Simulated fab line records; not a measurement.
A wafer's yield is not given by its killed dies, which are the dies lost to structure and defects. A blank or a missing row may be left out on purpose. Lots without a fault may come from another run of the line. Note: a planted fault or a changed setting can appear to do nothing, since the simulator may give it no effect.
8D (eight disciplines) problem report, filled in by code | flow n5-finfet | the parts of the form that need people (team, actions taken, sign-off) are left out
Where a reading is given only as a bound, like >300, the bound stands for it, and a mean or a difference that rests on one is marked > or <: the true number lies beyond.

== 1. THE PROBLEM ==
raw-defect-count at N5_BEOL_M0_SAQP_INSPECT_16 reads a mean of 1531 on 4 wafers of 2 lots; wafers without a fault read 498 with a standard deviation of 120. That is +8.6 standard deviations from the usual mean.
The step: inspects for defects (brightfield).
The first sign was on wafer L135.3 at day 8 18:58, on defect-inspect-01. The record holds 24 wafers of 8 lots with a number at this step. The rule behind "out" and "out of limits": a value lying over 4 standard deviations away from the usual mean. The rest of the wafers with a number are treated as sound.

== 2. WHAT THIS IS AND IS NOT ==
question                    | is                                   | is not
which readings at this step | raw-defect-count                     | -
which lots                  | L135, L137                           | L124, L125, L126, L134, L136, L138
which wafers of those lots  | L135.3, L135.6, L137.2, L137.5       | L135.5, L137.4
read on which gauges        | defect-inspect-01, defect-inspect-02 | -
when                        | from day 8 18:58                     | up to then (13 sound wafers); but 7 sound wafers of L136, L137, L138 came after

== 3. WHAT RULES OUT EACH SUSPECT ==
Counting: a tool at a process step up to the reading stays a suspect if it ran every lot that is out. Sound lots after the first of them don't rule it out here, since some wafers of a struck lot are sound.
- the gauge at N5_BEOL_M0_SAQP_INSPECT_16 is ruled out. 2 gauges (defect-inspect-01, defect-inspect-02) read the wafers that are out.
- cvd-w-01 at N5_MOL_CONTACT_COAG_CVD_140 (deposits W, target thk 66.5 nm, time 215 s): kept. It ran every lot that is out, first L135 (day 8 12:55).
- pecvd-01 at N5_BEOL_M0_SAQP_PECVD_00 (deposits SiCN from 3MS/NH3, target thk 8 nm, time 14 s): kept. Every lot that is out went through it, the first being L135 (day 8 17:41); the last sound lot it ran before that was L134 (day 8 14:41).
- Within pecvd-01 at N5_BEOL_M0_SAQP_PECVD_00, the wafers that are out were processed in chamber 1 and their sound lot-mates in chamber 2.
Remaining after the count are cvd-w-01 at N5_MOL_CONTACT_COAG_CVD_140 and pecvd-01 at N5_BEOL_M0_SAQP_PECVD_00.

== 4. THE CAUSE (what the simulator had put in) ==
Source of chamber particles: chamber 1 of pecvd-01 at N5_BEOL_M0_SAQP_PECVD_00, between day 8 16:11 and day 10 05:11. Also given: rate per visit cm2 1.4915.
After counting, 2 suspects remain, this tool included.

== 5. THE CHAIN OF EFFECTS, in route order ==
Each row: a reading whose mean over the struck wafers that have a number lies more than 3 standard deviations from the usual. Scope: only readings with a usual standard deviation given in the record; hours: median across lots of the time from each lot's start at the first step in this table that gives one to its start at this step; sigmas: change in usual standard deviations.
hours | step                       | reading              | usual  | on struck wafers | change | sigmas
0     | N5_BEOL_M0_SAQP_INSPECT_16 | raw-defect-count     | 498    | 1531             | +1033  | +8.6
4     | N5_BEOL_M0_SAQP_INSPECT_42 | raw-defect-count     | 296    | 1265             | +969   | +12
6     | N5_BEOL_M0_CUTY_INSPECT_59 | raw-defect-count     | 2.1    | >300             | >+298  | +99 or more
243   | N5_PASSIVATION_PROBE_49    | defect-limited-yield | 91.4 % | 83.3             | -8.1   | -5.8
243   | N5_PASSIVATION_PROBE_49    | killed_at_M0_to_M3   | 34     | 133              | +99    | +11
243   | N5_PASSIVATION_PROBE_49    | killed-dies          | 102    | 196              | +94    | +5.6
243   | N5_PASSIVATION_PROBE_49    | killed-on-rim        | 14     | 27               | +13    | +3.4
243   | N5_PASSIVATION_PROBE_49    | sort_bin_5_function  | 5.1 %  | 9.8              | +4.7   | +4.7
243   | N5_PASSIVATION_PROBE_49    | sort-n-pass          | 1076   | 984              | -92    | -4.9
243   | N5_PASSIVATION_PROBE_49    | sort-yield-pct       | 91.2 % | 83.3             | -7.9   | -4.9
Here are the process steps it includes:
- N5_PASSIVATION_PROBE_49
Later steps that measure or inspect, where all struck wafers having a row at the step show a number for every such reading and not one has moved that far: N5_BEOL_M4_RC_MEAS_101.

== 6. HOW IT WOULD HAVE BEEN CAUGHT EARLIER ==
Counted from the fault's start at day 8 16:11, it took 3 hours until the first out-of-limits reading at a measuring or inspecting step in this record, taken at day 8 18:58.
Of the tool readings at N5_BEOL_M0_SAQP_PECVD_00 for which the record gives a usual standard deviation, none was out on any struck wafer, so an alarm limit of 4 standard deviations on them would not have fired.
Of the lots that are out (2), L137 began N5_BEOL_M0_SAQP_PECVD_00 on pecvd-01 after day 8 18:58. Had the tool been put on hold then, it would have been spared.
